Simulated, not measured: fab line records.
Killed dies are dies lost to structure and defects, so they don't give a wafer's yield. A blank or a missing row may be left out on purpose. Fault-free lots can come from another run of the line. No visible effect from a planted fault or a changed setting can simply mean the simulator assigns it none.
fab line records ; flow n5-finfet
record: lots: 12; wafers: 34; last-day: 18
route steps=1938 shown BEOL_M8@1332 PASSIVATION@1936
lots that met no fault: from a run of the same line without faults
start-h: the number of hours between the record's first day and the start of the first shown wafer of the lot ; wait-h: time in hours since the lot's previous step ; " unchanged from the row above ; L1.1+2: one row covering several wafers at once ; - value missing, or start not given ; * or withheld: withheld ; < > ~ a bound
route shown NAME@n: NAME is a module with steps in the file, n the number in the route of the first one ; usual: average and standard deviation across the fault-free wafers ; same: alike in all rows ; chamber/n: place in a boat ; sites: each site's reading ; _std_site: the standard deviation of these ; _edge_site: outer sites' mean less inner sites' ; radius-mm: for every site, how far away it sits from the centre of the wafer ; mask NAME#n: copy n ; behind: tool/chamber where the wafer was last shaped ; hold: the reason the lot was held/the length of the hold in hours/how it ended ; device: transistor that didn't switch, given as n, p or np ; end of line: the same wafers' tests at the end of the route ; a step with no rows: only its recipe ; killed: not the wafer's yield, but the dies lost to structure and defects at the first sort ; map: a wafer's dies, x killed, . not, _ none there
set.NAME: setting as actually run; set.NAME@STEP: the setting as run at that earlier step ; model.NAME: the simulator's own value behind a step, which no gauge read
steps of the route over a sample of lots; a table a step, a row a wafer
services: when a tool's chamber went out of use (start-h, in hours from the record's first day, below 0 if earlier), for how many hours, and the reason
== steps ==
step: N5_BEOL_M8_ILD_DEP_00
recipe: material: SiCOH_lowk; target-thk-a: 1797.5; temp-c: 300; precursor: DEMS/porogen; pressure-torr: 5; rf-w: 500; time-s: 33.4
usual: heater-power-w: 322/51; showerhead-plenum-p-Torr: 5.739/0.013; throttle-valve-pct: 13.7/0.46
lot.wafer;tool;chamber;start-h;wait-h;heater-power-w;showerhead-plenum-p-Torr;throttle-valve-pct
L857.2;pecvd-02;1;236.97;0.0;251;5.749;13.8
L857.3;pecvd-02;2;236.97;0.0;385;5.731;13.7
L857.5;pecvd-02;1;236.97;0.0;261;5.749;13.9
L855.1;pecvd-04;0;237.23;0.0;394;5.728;14.2
L855.3;pecvd-04;1;237.23;0.0;274;5.731;14.3
L855.6;pecvd-04;2;237.23;0.0;396;5.729;12.4
L860.1;pecvd-02;2;241.14;0.0;399;5.722;13.7
L860.2;pecvd-02;1;241.14;0.0;294;5.745;13.7
L860.4;pecvd-02;2;241.14;0.0;325;5.731;13.4
L858.1;pecvd-04;1;247.37;0.0;298;5.736;14.2
L858.5;pecvd-04;0;247.37;0.0;418;5.731;14.1
L858.6;pecvd-04;1;247.37;0.0;301;5.727;14.3
L856.2;pecvd-01;1;250.73;0.0;347;5.740;13.9
L856.6;pecvd-01;2;250.73;0.0;294;5.755;13.8
L862.1;pecvd-01;0;257.38;0.0;211;5.737;13.9
L862.5;pecvd-01;2;257.38;0.0;325;5.747;13.9
L862.6;pecvd-01;1;257.38;0.0;330;5.750;13.9
L863.3;pecvd-01;0;262.43;0.0;263;5.744;13.8
L863.4;pecvd-01;0;262.43;0.0;265;5.742;13.6
L863.6;pecvd-01;2;262.43;0.0;321;5.754;13.7
L868.1;pecvd-01;2;305.02;0.0;341;5.755;14.0
L868.4;pecvd-01;1;305.02;0.0;302;5.741;14.0
L868.6;pecvd-01;0;305.02;0.0;268;5.739;14.1
L869.3;pecvd-02;1;313.16;0.0;290;5.764;13.7
L869.4;pecvd-02;1;313.16;0.0;282;5.761;13.5
L869.6;pecvd-02;2;313.16;0.0;315;5.713;13.2
L871.2;pecvd-01;2;316.52;0.0;322;5.769;13.7
L871.5;pecvd-01;1;316.52;0.0;343;5.734;14.0
L875.4;pecvd-02;0;348.62;0.1;342;5.736;13.4
L875.5;pecvd-02;2;348.62;0.1;366;5.721;13.5
L875.6;pecvd-02;1;348.62;0.1;255;5.745;13.6
L876.2;pecvd-02;0;348.88;0.0;364;5.750;12.9
L876.3;pecvd-02;1;348.88;0.0;296;5.715;13.6
L876.6;pecvd-02;2;348.88;0.0;368;5.737;13.7
step: N5_BEOL_M8_PECVD_70
recipe: material: SiO2; target-thk-a: 200; temp-c: 400; precursor: TEOS/O2; pressure-torr: 5.5; rf-w: 450; teos-flow-sccm: 53.8; gas: O2; flow-sccm: 3000; time-s: 22.7
usual: heater-power-w: 717/88; showerhead-plenum-p-Torr: 8.79/0.036; throttle-valve-pct: 22.1/0.65
lot.wafer;tool;chamber;start-h;wait-h;heater-power-w;showerhead-plenum-p-Torr;throttle-valve-pct
L857.2;pecvd-02;2;237.61;0.0;749;8.74;21.5
L857.3;pecvd-02;2;237.61;0.0;764;8.76;21.7
L857.5;pecvd-02;1;237.61;0.0;624;8.81;22.4
L855.1;pecvd-04;0;237.84;0.0;868;8.78;23.1
L855.3;pecvd-04;1;237.84;0.0;708;8.72;22.9
L855.6;pecvd-04;0;237.84;0.0;901;8.76;22.9
L860.1;pecvd-04;1;242.26;0.0;743;8.72;22.7
L860.2;pecvd-04;2;242.26;0.0;880;8.77;20.1
L860.4;pecvd-04;1;242.26;0.0;725;8.74;22.8
L858.1;pecvd-02;1;248.25;0.0;710;8.78;22.0
L858.5;pecvd-02;1;248.25;0.0;724;8.83;22.2
L858.6;pecvd-02;2;248.25;0.0;863;8.75;21.6
L856.2;pecvd-01;2;251.82;0.0;779;8.83;22.0
L856.6;pecvd-01;2;251.82;0.0;753;8.82;22.2
L862.1;pecvd-01;0;257.99;0.0;598;8.77;22.2
L862.5;pecvd-01;1;257.99;0.0;784;8.79;22.2
L862.6;pecvd-01;2;257.99;0.0;747;8.84;22.0
L863.3;pecvd-02;1;263.04;0.0;714;8.80;22.4
L863.4;pecvd-02;1;263.04;0.0;714;8.81;22.1
L863.6;pecvd-02;0;263.04;0.0;812;8.80;20.9
L868.1;pecvd-02;2;305.64;0.0;764;8.74;22.0
L868.4;pecvd-02;0;305.64;0.0;775;8.80;21.2
L868.6;pecvd-02;2;305.64;0.0;753;8.77;21.9
L869.3;pecvd-01;1;313.78;0.0;826;8.74;22.2
L869.4;pecvd-01;0;313.78;0.0;536;8.77;22.4
L869.6;pecvd-01;2;313.78;0.0;683;8.86;22.2
L871.2;pecvd-02;0;317.14;0.0;798;8.80;21.2
L871.5;pecvd-02;2;317.14;0.0;735;8.78;22.1
L875.4;pecvd-01;2;349.23;0.1;647;8.85;22.3
L875.5;pecvd-01;1;349.23;0.1;684;8.78;22.3
L875.6;pecvd-01;0;349.23;0.1;642;8.78;22.5
L876.2;pecvd-01;0;349.50;0.0;534;8.78;22.5
L876.3;pecvd-01;2;349.50;0.0;716;8.82;22.4
L876.6;pecvd-01;1;349.50;0.0;747;8.76;22.3
step: N5_BEOL_M8_CD_MEAS_11
recipe: target-cd-nm: 38.5; landing-energy-ev: 500; detector: se-inlens; polarity: opening
usual: cd-nm: 38.4/0.64
same: landing-energy-ev: 500
lot.wafer;tool;chamber;start-h;wait-h;cd-nm
L857.2;cd-sem-01;0;239.04;-;38.0
L857.3;cd-sem-01;0;239.04;-;38.7
L857.5;cd-sem-01;0;239.04;-;38.2
L855.1;cd-sem-03;0;239.20;-;37.5
L855.3;cd-sem-03;0;239.20;-;37.9
L855.6;cd-sem-03;0;239.20;-;37.5
L860.1;cd-sem-03;0;244.84;-;38.2
L860.2;cd-sem-03;0;244.84;-;39.0
L860.4;cd-sem-03;0;244.84;-;38.5
L858.1;cd-sem-01;0;249.76;-;38.7
L858.5;cd-sem-01;0;249.76;-;37.8
L858.6;cd-sem-01;0;249.76;-;38.6
L856.2;cd-sem-03;0;254.76;-;36.7
L856.6;cd-sem-03;0;254.76;-;37.9
L862.1;cd-sem-02;0;258.94;-;38.7
L862.5;cd-sem-02;0;258.94;-;40.0
L862.6;cd-sem-02;0;258.94;-;38.5
L863.3;cd-sem-02;0;263.96;-;38.1
L863.4;cd-sem-02;0;263.96;-;37.8
L863.6;cd-sem-02;0;263.96;-;38.6
L868.1;cd-sem-02;0;307.26;-;38.9
L868.4;cd-sem-02;0;307.26;-;38.3
L868.6;cd-sem-02;0;307.26;-;38.7
L869.3;cd-sem-03;0;315.33;-;39.2
L869.4;cd-sem-03;0;315.33;-;38.5
L869.6;cd-sem-03;0;315.33;-;37.3
L871.2;cd-sem-03;0;318.52;-;37.6
L871.5;cd-sem-03;0;318.52;-;37.2
L875.4;cd-sem-02;0;350.86;-;38.6
L875.5;cd-sem-02;0;350.86;-;37.3
L875.6;cd-sem-02;0;350.86;-;39.4
L876.2;cd-sem-02;0;351.02;-;38.6
L876.3;cd-sem-02;0;351.02;-;37.5
L876.6;cd-sem-02;0;351.02;-;38.6
step: N5_BEOL_M8_COAT_71
recipe: resist: underlayer; temp-c: 205; time-s: 60; spin-rpm: 1500; resist-thk-nm: 5
usual: heater-power-total-W: 391.9/1.2; plate-temp-C: 204.98/0.14
lot.wafer;tool;chamber;start-h;wait-h;heater-power-total-W;plate-temp-C
L857.2;litho-track-03;0;243.18;-;393.4;205.03
L857.3;litho-track-03;0;243.18;-;393.6;204.82
L857.5;litho-track-03;0;243.18;-;393.6;204.88
L855.1;litho-track-05;0;243.47;-;393.3;204.87
L855.3;litho-track-05;0;243.47;-;392.1;205.11
L855.6;litho-track-05;0;243.47;-;392.0;204.80
L860.1;litho-track-03;0;248.01;-;390.2;205.08
L860.2;litho-track-03;0;248.01;-;390.0;204.76
L860.4;litho-track-03;0;248.01;-;389.6;205.19
L858.1;litho-track-05;0;253.39;-;392.4;205.08
L858.5;litho-track-05;0;253.39;-;391.1;204.97
L858.6;litho-track-05;0;253.39;-;393.3;204.82
L856.2;litho-track-05;0;257.03;-;392.3;204.78
L856.6;litho-track-05;0;257.03;-;391.3;205.04
L862.1;litho-track-05;0;260.71;-;373.2;197.82
L862.5;litho-track-05;0;260.71;-;373.3;197.98
L862.6;litho-track-05;0;260.71;-;377.6;197.87
L863.3;litho-track-05;0;266.20;-;373.5;198.00
L863.4;litho-track-05;0;266.20;-;374.8;197.97
L863.6;litho-track-05;0;266.20;-;373.5;198.10
L868.1;litho-track-03;0;308.96;-;392.9;205.20
L868.4;litho-track-03;0;308.96;-;390.2;204.88
L868.6;litho-track-03;0;308.96;-;391.0;205.04
L869.3;litho-track-03;0;316.21;-;391.2;204.91
L869.4;litho-track-03;0;316.21;-;392.8;204.82
L869.6;litho-track-03;0;316.21;-;392.4;205.06
L871.2;litho-track-03;0;319.28;-;389.6;204.81
L871.5;litho-track-03;0;319.28;-;392.4;205.17
L876.2;litho-track-03;0;352.47;-;392.1;205.01
L876.3;litho-track-03;0;352.47;-;392.3;205.06
L876.6;litho-track-03;0;352.47;-;392.2;204.97
L875.4;litho-track-05;0;352.47;-;391.7;204.94
L875.5;litho-track-05;0;352.47;-;392.8;205.08
L875.6;litho-track-05;0;352.47;-;389.8;205.19
step: N5_PASSIVATION_PROBE_49
usual: defect-limited-yield: 91.5/1.4; killed_at_M0_to_M3: 32/11; killed_at_M4_up: 12/4.4; killed-at-contacts: 13/6.1; killed-at-front-end: 39/12; killed-at-other: 3.9/3; killed-dies: 100/17; killed-open: 66/12; killed-short: 33/7.4; sort_bin_4_leakage: 0.03/0.14; sort_bin_5_function: 5.0/0.95; sort_bin_6_memory: 3.2/0.66; sort_bin_8_speed: 0.0/0.33; sort-n-pass: 1079/17; sort-yield-pct: 91.4/1.5
same: gross-dies: 1180; killed-at-back-side: 0
lot.wafer;tool;chamber;start-h;wait-h;defect-limited-yield[%];killed_at_M0_to_M3;killed_at_M4_up;killed-at-contacts;killed-at-front-end;killed-at-other;killed-dies;killed-open;killed-short;sort_bin_4_leakage[%];sort_bin_5_function[%];sort_bin_6_memory[%];sort_bin_8_speed[%];sort-n-pass;sort-yield-pct[%]
L862.1;prober-02;-;336.35;0.0;93.0;39;10;9;24;1;83;58;25;0;4.6;2.2;0;1097;93.0
L862.5;prober-02;-;336.55;0.2;92.5;26;16;2;38;6;88;60;27;0;4.2;3.1;0;1092;92.5
L862.6;prober-02;-;336.60;0.3;94.5;23;13;3;23;3;65;43;22;0;3.3;1.8;0;1115;94.5
L863.3;prober-02;-;340.28;0.1;93.3;25;9;11;32;2;79;45;30;0;3.3;3.1;0;1101;93.3
L863.4;prober-02;-;340.33;0.2;93.2;17;17;17;28;1;80;59;20;0;3.6;3.1;0;1100;93.2
L863.6;prober-02;-;340.43;0.3;94.3;24;14;3;24;2;67;45;22;0;2.5;3.1;0;1113;94.3
killed by level:class
L862.1 BEOL_M3:geometric-particle:open=10 MOL_CONTACT_COAG:geometric-particle:open=6 BEOL_M0:geometric-particle:short=6 STI_FIN_REVEAL:geometric-particle:open=5 BEOL_M1:geometric-particle:open=5 FIN_SAQP:geometric-particle:open=4 DUMMY_GATE:geometric-particle:open=4 BEOL_M0_SAQP:geometric-particle:short=4
L862.5 STI_FIN_REVEAL:geometric-particle:open=14 BEOL_M0_SAQP:geometric-particle:open=6 DUMMY_GATE:geometric-particle:open=5 GATE_CUT:geometric-particle:short=5 BEOL_M0_SAQP:geometric-particle:short=5 STARTING-WAFER:geometric-particle:open=5 BEOL_M4:geometric-particle:open=4 BEOL_M3:geometric-particle:open=4
L862.6 BEOL_M3:geometric-particle:open=8 BEOL_M0_SAQP:geometric-particle:open=5 STI_FIN_REVEAL:geometric-particle:open=4 BEOL_M0:geometric-particle:short=4 FIN_SAQP:geometric-particle:open=3 FIN_SAQP:geometric-particle:short=3 MOL_CONTACT_COAG:geometric-particle:open=3 BEOL_M2:geometric-particle:short=3
L863.3 MOL_CONTACT_COAG:geometric-particle:open=10 FIN_SAQP:geometric-particle:short=6 BEOL_M1:geometric-particle:open=6 FIN_SAQP:geometric-particle:open=4 BEOL_M2:geometric-particle:open=4 STI_FIN_REVEAL:geometric-particle:open=3 GATE_CUT:geometric-particle:short=3 BEOL_M0_SAQP:geometric-particle:short=3
L863.4 MOL_CONTACT_COAG:geometric-particle:open=14 BEOL_M4:geometric-particle:open=12 FIN_SAQP:geometric-particle:short=6 BEOL_M0_SAQP:geometric-particle:short=6 FIN_SAQP:geometric-particle:open=5 DUMMY_GATE:geometric-particle:open=5 BEOL_M0_SAQP:geometric-particle:open=5 ILD0:geometric-particle:open=3
L863.6 BEOL_M0_SAQP:geometric-particle:short=8 BEOL_M0_SAQP:geometric-particle:open=8 FIN_SAQP:geometric-particle:open=7 BEOL_M5:geometric-particle:open=5 STI_FIN_REVEAL:geometric-particle:open=4 BEOL_M4:geometric-particle:open=4 ILD0:geometric-particle:short=3 MOL_CONTACT_COAG:geometric-particle:open=3
== services ==
tool;chamber;start-h;hours;kind
pecvd-02;0;226.95;-;clean
pecvd-02;0;226.95;29.5;scheduled-down
pecvd-02;0;226.95;29.5;vent-cycle
pecvd-02;0;256.45;2.1;scheduled-down
pecvd-02;-;266.68;5.9;repair
litho-track-05;-;315.33;-;consumable-replace:filter
pecvd-04;2;331.10;2.1;scheduled-down
pecvd-02;-;332.83;0.4;repair
pecvd-01;-;333.72;1.4;repair
== key ==
first-sign: step: N5_BEOL_M8_COAT_71; reading: plate-temp-C; direction: down; sigmas: 50; usual: *; struck: *
effect: step: N5_BEOL_M8_COAT_71; reading: heater-power-total-W; direction: down; sigmas: 14; usual: *; struck: *
met-at N5_BEOL_M8_COAT_71
struck-lots L862,L863
not-acting-at N5_BEOL_M8_ILD_DEP_00,N5_BEOL_M8_PECVD_70,N5_BEOL_M8_CD_MEAS_11
onset-between 257.03 260.71
fault: kind: process-parameter-drift; tool: litho-track-05; chamber: -; onset-h: 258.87; steps: N5_BEOL_M8_COAT_71; channel: temp-c; offset: *; shape: step; end-h: 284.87; acts-in: *; stated: *
